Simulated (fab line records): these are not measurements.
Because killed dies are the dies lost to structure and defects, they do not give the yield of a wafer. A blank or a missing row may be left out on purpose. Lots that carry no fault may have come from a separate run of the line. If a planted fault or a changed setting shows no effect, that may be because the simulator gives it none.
Chamber matching	flow n5 finfet	4 sister chambers for N5_BEOL_M12_ETCH_59 on rie diel-04
The step etches BARC in N2/H2, target depth 89 nm, overetch 26.7 nm, time 67.9 s. 4 wafers are shown with their chamber, then 7 later ones without.

== WAFERS PAIRED WITH THEIR CHAMBERS ==
wafer	chamber	drypump motor current A (A)
L074.5	3	5.8
L085.3	0	5.0
L088.1	2	6.8
L088.2	1	5.8

== WAFERS WITH NO CHAMBER GIVEN ==
wafer	drypump motor current A (A)
L088.3	5.8
L088.4	4.9
L088.5	5.8
L088.6	6.8
L092.2	5.8
L092.3	5.7
L092.6	6.8

== CHAMBER TAKEN BY EACH ==
wafer	from the rows above	in truth
L088.3	can't be placed: 1 or 3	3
L088.4	0	0
L088.5	can't be placed: 1 or 3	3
L088.6	2	2
L092.2	can't be placed: 1 or 3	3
L092.3	can't be placed: 1 or 3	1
L092.6	2	2
Correct placement for 3 of the 7. Cannot be placed on the basis of these rows: 4; the candidates contain the true chamber in 4. Wrongly placed: 0.
How it was worked out, from the rows above alone: a wafer's distance from a chamber is the root of the sum, over the readings, of the square of ((its reading less the chamber's mean) divided by the reading's scatter). If the next closest chamber is less than 2 further off than the closest, the wafer can't be placed; otherwise it belongs to the closest. The mean given for a chamber averages the wafers shown for that chamber. The scatter (one wafer shown for each chamber): square how far every hidden wafer sits from the nearest shown wafer, average those squares and take the square root.
